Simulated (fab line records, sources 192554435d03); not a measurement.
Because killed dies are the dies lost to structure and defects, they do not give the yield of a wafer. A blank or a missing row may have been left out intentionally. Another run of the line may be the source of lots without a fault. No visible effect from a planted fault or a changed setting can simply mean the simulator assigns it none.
A struck lot beside a sound one / flow n5_finfet / 19 steps out of a route of 1938
Sound: the wafers L615.2, L615.5, L615.6. Struck: wafers L629.1, L629.4, L629.5. The cause comes at the end.
Per side, at each step with rows, come the tool, then ch with its chambers, and then its first start. Under that, the readings that differ: sound wafers / struck wafers / difference of the means / sigmas: that difference in standard deviations of wafers without a fault.
alike: a reading whose means differ by less than 2 such deviations, as well as words and numbers matching on both sides. not compared: withheld readings; readings where some wafer has no value; bounds like >300 that might hide an equal value; numbers whose values overlap and for which the record gives no deviation.
Wherever a step has rows on one side only, a row that says differs or no value, or a row with sigmas, the two part there. Non-overlapping numbers with no deviation appear without sigmas and do not part them. Lack of a reading on every wafer of one side parts them only where that side has two or more wafers.

first, 3 steps without rows for these wafers: N5_SDB_EXPOSE_08 (exposes mask SDB); N5_SDB_PEB_09 (peb time 60 s); N5_SDB_DEVELOP_10 (develop time 30 s).
N5_SDB_CD_MEAS_11 targets a cd of 50 nm.
  sound on cd_sem-01 ch 0, day 4 21:08; struck on cd_sem-02 ch 0, day 8 07:07
  alike: cd_nm
N5_SDB_OVL_MEAS_12:
  sound on overlay-02 ch 0, day 4 21:10; struck on overlay-02 ch 0, day 8 07:08
  alike: SDB_OVL
N5_SDB_INSPECT_13: inspects for defects (brightfield).
  sound on defect_inspect-02 at day 4 21:11; struck on defect_inspect-01 at day 8 07:10
  alike: raw_defect_count
N5_SDB_DESCUM_16: chemistry O2, time 7.9 s.
  sound on rie_diel-01 ch 1,2, day 4 21:14; struck on rie_diel-06 ch 1,2,3, day 8 07:12
  alike: drypump_motor_current_A, o2_flow_sccm, oes_product_au, rf_vpp_V, showerhead_plenum_p_Torr, throttle_valve_pct
  not compared: rf_hours_counter_h
N5_SDB_ETCH_17: etches SiARC in CF4, target depth 23.4 nm, time 39 s.
  sound on rie_diel-01 ch 1,2, day 4 21:16; struck on rie_diel-06 ch 1,2,3, day 8 07:14
reading=showerhead_plenum_p_Torr (Torr); sound=2.14 2.14 2.19; struck=2.03 2.07 2.04; difference=-0.11; sigmas=-2
  alike: drypump_motor_current_A, etch_rf_on_time_s, oes_product_au, rf_vpp_V, throttle_valve_pct
  not compared: rf_hours_counter_h
N5_SDB_ETCH_18: etches SOC in N2/H2, target depth 100 nm, overetch 20 nm, time 150 s.
  sound on rie_diel-01 ch 1,2, day 4 21:18; struck on rie_diel-06 ch 1,2,3, day 8 07:16
reading=rf_vpp_V (V); sound=524.7 523.7 524.9; struck=518.5 520.8 519.5; difference=-4.8; sigmas=-2
reading=showerhead_plenum_p_Torr (Torr); sound=2.55 2.56 2.58; struck=2.41 2.44 2.43; difference=-0.14; sigmas=-2
  alike: drypump_motor_current_A, oes_product_au, throttle_valve_pct
  not compared: rf_hours_counter_h
then, 1 step without rows for these wafers: N5_SDB_STRIP_19 (strips in N2/H2).
N5_SDB_STRIP_21: strips in CF4.
  sound on rie_diel-01 ch 1,2, day 4 21:26; struck on rie_diel-06 ch 1,2,3, day 8 07:25
reading=showerhead_plenum_p_Torr (Torr); sound=1.80 1.80 1.83; struck=1.71 1.73 1.70; difference=-0.10; sigmas=-2
  alike: bias_power_w, cf4_flow_sccm, drypump_motor_current_A, oes_product_au, rf_vpp_V, throttle_valve_pct
  not compared: rf_hours_counter_h
N5_SDB_HM_OPEN_20: chemistry CH3F/O2, target SiNx, stops on poly-Si, target depth 24 nm.
  sound on rie_diel-01 ch 1,2, day 4 21:28; struck on rie_diel-06 ch 1,2,3, day 8 07:26
reading=throttle_valve_pct (%); sound=16.18 16.18 15.92; struck=16.39 16.73 16.61; difference=+0.48; sigmas=+2
  alike: drypump_motor_current_A, oes_o_777_au, oes_product_au, rf_vpp_V, showerhead_plenum_p_Torr
  not compared: rf_hours_counter_h
N5_SDB_STRIP_22: strips in N2/H2.
  sound on plasma_asher-02 ch 0,1, day 4 21:32; struck on plasma_asher-01 ch 0,1, day 8 07:31
  no value came back on the struck wafers for any of 6 readings (drypump_motor_current_A (A), h2_flow_sccm (sccm) and others); on the sound wafers drypump_motor_current_A (A) reads 5.38 5.40 5.74
reading=model.SOC_of_SDB_COAT_03.thk_nm (nm); sound=0 0 0; struck=84.4 84.4 84.4; difference=+84.4; sigmas=
  not compared: rf_hours_counter_h
then, 3 steps without rows for these wafers: N5_SDB_PRECLEAN_23 (cleans in dHF, time 30 s); N5_SDB_DUMMY_REMOVE_24 (chemistry TMAH, target poly-Si, stops on SiO2, target depth 142 nm, time 57 s, rinse time 30 s); N5_SDB_ETCH_25 (etches SiO2 in C4F6/O2, target depth 10 nm, time 3.3 s).
N5_SDB_CUT_ETCH_26: etches Si in HBr/Cl2/O2, target depth 129.6 nm, bt time 20 s, time 51.8 s.
  sound on rie_si-01 ch 1,2, day 4 21:50; struck on rie_si-04 ch 1,3, day 8 07:49
reading=model.SOC_of_SDB_COAT_03.thk_nm (nm); sound=0 0 0; struck=46.2 46.6 46.8; difference=+46.5; sigmas=
  alike: HBr_flow_sccm, drypump_motor_current_A, oes_o_777_au, oes_product_au, throttle_valve_pct
  not compared: rf_hours_counter_h
then, 1 step without rows for these wafers: N5_SDB_PRECLEAN_38 (cleans in dHF, time 10 s).
N5_PASSIVATION_PROBE_49:
  the record holds rows for the sound wafers here (prober-02, day 13 18:39) but none for the struck ones

WHERE THEY PART
At N5_SDB_ETCH_17 first; at N5_PASSIVATION_PROBE_49 last (within this record only).

WHY: the cause the simulator had injected
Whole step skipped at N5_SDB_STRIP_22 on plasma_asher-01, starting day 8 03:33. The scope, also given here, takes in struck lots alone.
